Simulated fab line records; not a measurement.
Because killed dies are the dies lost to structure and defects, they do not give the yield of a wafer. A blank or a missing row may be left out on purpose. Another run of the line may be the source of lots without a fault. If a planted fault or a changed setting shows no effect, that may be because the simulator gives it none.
Which of the tools did it? / flow nand_harc / 18 wafers from 6 lots sampled at 5 of the route's 1159 steps

## WHAT EACH GAUGE READ, for each wafer
NHARC_END_SORT_01.
lot=L465; measured=day 19 19:13; on=prober-02; killed_at_array=31 25 25
lot=L475; measured=day 21 22:49; on=prober-02; killed_at_array=610 629 666

## WHAT TOOL EACH LOT RAN ON (gives the tool, then ch and the chambers of the sampled wafers, and finally the start)
lot=L465; NHARC_A_STAIRCASE_DESCUM_186=rie_diel-08 ch 0,1,3, day 11 11:11; NHARC_A_STAIRCASE_ETCH_190=rie_diel-08 ch 1,2, day 11 12:15 or earlier; NHARC_A_STAIRCASE_ETCH_194=rie_diel-08 ch 0,1, day 11 12:15; NHARC_A_STAIRCASE_TRIM_196=rie_diel-09 ch 1,2, day 11 12:27
lot=L469; NHARC_A_STAIRCASE_DESCUM_186=rie_diel-09 ch 0,1,3, day 12 14:14; NHARC_A_STAIRCASE_ETCH_190=rie_diel-09 ch 0,1,3, day 12 15:13 or earlier; NHARC_A_STAIRCASE_ETCH_194=rie_diel-09 ch 0,1,3, day 12 15:13; NHARC_A_STAIRCASE_TRIM_196=rie_diel-08 ch 1,2,3, day 12 15:23
lot=L470; NHARC_A_STAIRCASE_DESCUM_186=rie_diel-09 ch 1,2,3, day 12 21:08; NHARC_A_STAIRCASE_ETCH_190=rie_diel-09 ch 0,1,3, day 12 22:04 or earlier; NHARC_A_STAIRCASE_ETCH_194=rie_diel-09 ch 0,2,3, day 12 22:04; NHARC_A_STAIRCASE_TRIM_196=rie_diel-09 ch 0,1,3, day 12 22:15
lot=L475; NHARC_A_STAIRCASE_DESCUM_186=rie_diel-09 ch 0,1,2, day 14 05:37; NHARC_A_STAIRCASE_ETCH_190=rie_diel-09 ch 0,1,3, day 14 06:34 or earlier; NHARC_A_STAIRCASE_ETCH_194=rie_diel-09 ch 0,1,2, day 14 06:34; NHARC_A_STAIRCASE_TRIM_196=rie_diel-09 ch 1,2,3, day 14 06:45
lot=L483; NHARC_A_STAIRCASE_DESCUM_186=rie_diel-08 ch 0,1,3, day 16 01:28; NHARC_A_STAIRCASE_ETCH_190=rie_diel-08 ch 0,2,3, day 16 02:37 or earlier; NHARC_A_STAIRCASE_ETCH_194=rie_diel-08 ch 0,2,3, day 16 02:37; NHARC_A_STAIRCASE_TRIM_196=rie_diel-09 ch 0,1,2, day 16 02:50
lot=L485; NHARC_A_STAIRCASE_DESCUM_186=rie_diel-09 ch 0,2,3, day 16 07:25; NHARC_A_STAIRCASE_ETCH_190=rie_diel-09 ch 0,1,3, day 16 08:41 or earlier; NHARC_A_STAIRCASE_ETCH_194=rie_diel-09 ch 0,1,3, day 16 08:41; NHARC_A_STAIRCASE_TRIM_196=rie_diel-09 ch 0,2,3, day 16 08:54
- NHARC_A_STAIRCASE_DESCUM_186: chemistry O2, time 3 s.
- NHARC_A_STAIRCASE_ETCH_190: etches the open film in C4F8/O2, target depth 100 nm, time 40.5 s.
- NHARC_A_STAIRCASE_ETCH_194: etches the open film in C4F8/O2, target depth 100 nm, time 40.5 s.
- NHARC_A_STAIRCASE_TRIM_196: chemistry O2, time 211.2 s.

## THE ANSWER, worked out from the rows above alone
Rule: what is usual is taken from the lots themselves. Put in order of their means at a reading, lots are off if they are a third of the lots or fewer, leave a main group of 4 or more, and stand apart from it by a gap of 3 or more times the standard deviation of the main group's means; of several such gaps the widest counts. Not used: any main group whose means are identical at the precision the tables above print for the reading. Also off: a lot with no number at a reading for which 4 or more lots have one. Where the step has rows for the other lots, those lots are counted as sound.
Nothing can be told from this: no lot is off at any reading shown.

## WHAT THE SIMULATOR HAD PUT IN
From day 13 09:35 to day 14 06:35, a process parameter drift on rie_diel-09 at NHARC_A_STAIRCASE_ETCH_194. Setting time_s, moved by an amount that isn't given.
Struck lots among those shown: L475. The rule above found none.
